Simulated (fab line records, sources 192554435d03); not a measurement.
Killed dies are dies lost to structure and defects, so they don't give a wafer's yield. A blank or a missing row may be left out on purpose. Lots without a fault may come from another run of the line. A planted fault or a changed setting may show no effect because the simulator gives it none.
Which tool did it? | flow n5_finfet | 23 lots, 69 wafers sampled, at 3 steps of a route of 1938

WHAT THE GAUGES READ, wafer by wafer
N5_BEOL_M5_CD_MEAS_28: target cd 30.6 nm, target cd y 20 nm.
lot  | measured     | on        | cd_nm (nm)
L075 | day 8 11:03  | cd_sem-02 | 30.39 30.84 30.97
L074 | day 8 10:52  | cd_sem-02 | 30.56 30.78 30.81
L076 | day 8 11:52  | cd_sem-01 | 30.42 30.73 30.68
L077 | day 9 03:37  | cd_sem-02 | 31.18 30.81 30.60
L079 | day 9 06:41  | cd_sem-01 | 30.38 30.78 30.34
L078 | day 9 09:44  | cd_sem-02 | 30.28 30.62 30.63
L080 | day 9 20:11  | cd_sem-01 | 29.87 30.18 30.23
L081 | day 10 04:13 | cd_sem-02 | 31.15 30.53 30.62
L082 | day 10 04:10 | cd_sem-01 | 30.85 30.32 30.86
L084 | day 10 09:03 | cd_sem-03 | 30.45 30.81 30.62
L083 | day 10 10:32 | cd_sem-02 | 30.53 30.37 30.31
L085 | day 11 02:53 | cd_sem-02 | 30.42 30.38 30.73
L086 | day 11 10:53 | cd_sem-02 | 30.73 30.60 30.99
L088 | day 11 18:29 | cd_sem-03 | 30.18 30.23 30.37
L087 | day 11 18:10 | cd_sem-02 | 30.33 30.16 30.64
L089 | day 12 03:19 | cd_sem-01 | 30.77 30.49 30.76
L090 | day 12 16:53 | cd_sem-01 | 31.01 30.34 30.86
L091 | day 12 19:11 | cd_sem-01 | 30.83 31.15 30.37
L092 | day 13 02:49 | cd_sem-02 | 31.13 30.77 30.64
L093 | day 13 02:43 | cd_sem-02 | 30.53 30.74 30.64
L097 | day 13 23:43 | cd_sem-03 | 30.64 30.88 30.67
L095 | day 13 23:46 | cd_sem-03 | 30.36 30.38 30.57
L096 | day 14 02:31 | cd_sem-01 | 30.35 30.61 30.68

WHICH TOOL RAN EACH LOT (tool, then ch and the chambers of the sampled wafers, then the start)
lot  | N5_BEOL_M4_SPUTTER_81        | N5_BEOL_M4_SPUTTER_86
L075 | pvd_sputter-03, day 8 03:32  | pvd_sputter-03, day 8 03:45
L074 | pvd_sputter-01, day 8 03:47  | pvd_sputter-01, day 8 04:00
L076 | pvd_sputter-03, day 8 05:45  | pvd_sputter-03, day 8 05:58
L077 | pvd_sputter-01, day 8 21:02  | pvd_sputter-01, day 8 21:16
L079 | pvd_sputter-03, day 9 00:29  | pvd_sputter-03, day 9 00:42
L078 | pvd_sputter-01, day 9 00:38  | pvd_sputter-01, day 9 00:52
L080 | pvd_sputter-03, day 9 09:02  | pvd_sputter-03, day 9 09:16
L081 | pvd_sputter-02, day 9 19:16  | pvd_sputter-02, day 9 19:29
L082 | pvd_sputter-03, day 9 19:36  | pvd_sputter-03, day 9 19:49
L084 | pvd_sputter-03, day 10 02:46 | pvd_sputter-03, day 10 02:59
L083 | pvd_sputter-01, day 10 03:20 | pvd_sputter-01, day 10 03:33
L085 | pvd_sputter-03, day 10 21:21 | pvd_sputter-03, day 10 21:34
L086 | pvd_sputter-01, day 11 02:23 | pvd_sputter-01, day 11 02:36
L088 | pvd_sputter-01, day 11 09:50 | pvd_sputter-01, day 11 10:03
L087 | pvd_sputter-03, day 11 09:55 | pvd_sputter-03, day 11 10:08
L089 | pvd_sputter-02, day 11 21:14 | pvd_sputter-02, day 11 21:27
L090 | pvd_sputter-02, day 12 09:31 | pvd_sputter-02, day 12 09:44
L091 | pvd_sputter-02, day 12 12:41 | pvd_sputter-02, day 12 12:55
L092 | pvd_sputter-03, day 12 17:58 | pvd_sputter-03, day 12 18:11
L093 | pvd_sputter-02, day 12 18:05 | pvd_sputter-02, day 12 18:19
L097 | pvd_sputter-02, day 13 16:10 | pvd_sputter-02, day 13 16:23
L095 | pvd_sputter-01, day 13 16:17 | pvd_sputter-01, day 13 16:30
L096 | pvd_sputter-01, day 13 20:32 | pvd_sputter-01, day 13 20:45
- N5_BEOL_M4_SPUTTER_81: material Cu, target thk 4.5 nm, time 8.29 s.
- N5_BEOL_M4_SPUTTER_86: material Cu, target thk 4.5 nm, time 8.29 s.

WHAT THE TOOLS THEMSELVES READ (means of the sampled wafers that have a number; where no wafer has one, the mark that the record gives instead)
N5_BEOL_M4_SPUTTER_81.
lot  | tool           | throttle_valve_pct (%)
L075 | pvd_sputter-03 | 29.7
L074 | pvd_sputter-01 | 30.7
L076 | pvd_sputter-03 | 30.2
L077 | pvd_sputter-01 | 30.2
L079 | pvd_sputter-03 | 29.8
L078 | pvd_sputter-01 | 30.1
L080 | pvd_sputter-03 | 29.0
L081 | pvd_sputter-02 | 29.3
L082 | pvd_sputter-03 | 29.8
L084 | pvd_sputter-03 | 29.6
L083 | pvd_sputter-01 | 30.7
L085 | pvd_sputter-03 | 29.6
L086 | pvd_sputter-01 | 29.6
L088 | pvd_sputter-01 | 30.3
L087 | pvd_sputter-03 | 29.5
L089 | pvd_sputter-02 | 30.1
L090 | pvd_sputter-02 | 30.6
L091 | pvd_sputter-02 | 29.0
L092 | pvd_sputter-03 | 29.9
L093 | pvd_sputter-02 | 29.1
L097 | pvd_sputter-02 | 28.9
L095 | pvd_sputter-01 | 30.6
L096 | pvd_sputter-01 | 30.0

N5_BEOL_M4_SPUTTER_86.
lot  | tool           | throttle_valve_pct (%)
L075 | pvd_sputter-03 | 29.7
L074 | pvd_sputter-01 | 30.6
L076 | pvd_sputter-03 | 30.1
L077 | pvd_sputter-01 | 30.2
L079 | pvd_sputter-03 | 29.6
L078 | pvd_sputter-01 | 30.0
L080 | pvd_sputter-03 | 29.1
L081 | pvd_sputter-02 | 29.4
L082 | pvd_sputter-03 | 29.9
L084 | pvd_sputter-03 | 29.5
L083 | pvd_sputter-01 | 30.8
L085 | pvd_sputter-03 | 29.5
L086 | pvd_sputter-01 | 29.4
L088 | pvd_sputter-01 | 30.3
L087 | pvd_sputter-03 | 29.5
L089 | pvd_sputter-02 | 30.0
L090 | pvd_sputter-02 | 30.5
L091 | pvd_sputter-02 | 29.1
L092 | pvd_sputter-03 | 29.8
L093 | pvd_sputter-02 | 28.9
L097 | pvd_sputter-02 | 29.1
L095 | pvd_sputter-01 | 30.5
L096 | pvd_sputter-01 | 30.0

THE ANSWER, worked out from the rows above alone
Rule: what is usual is taken from the lots themselves. Put in order of their means at a reading, lots are off if they are a third of the lots or fewer, leave a main group of 4 or more, and stand apart from it by a gap of 3 or more times the standard deviation of the main group's means; of several such gaps the widest counts. A main group whose means are all the same, to the digits that the tables above print for the reading, isn't used. A lot without any number at a reading at which 4 lots or more have one is off too. The other lots that the step has rows for count as sound. The gauges are gone through in route order, then the tools' own readings, and for those a lot's mean is taken as printed above. The first step at which some lot is off is used, and at that step the reading that is off furthest; a lot without a number counts as furthest.
No lot is off at any reading shown: from this, nothing can be told.

WHAT THE SIMULATOR HAD PUT IN
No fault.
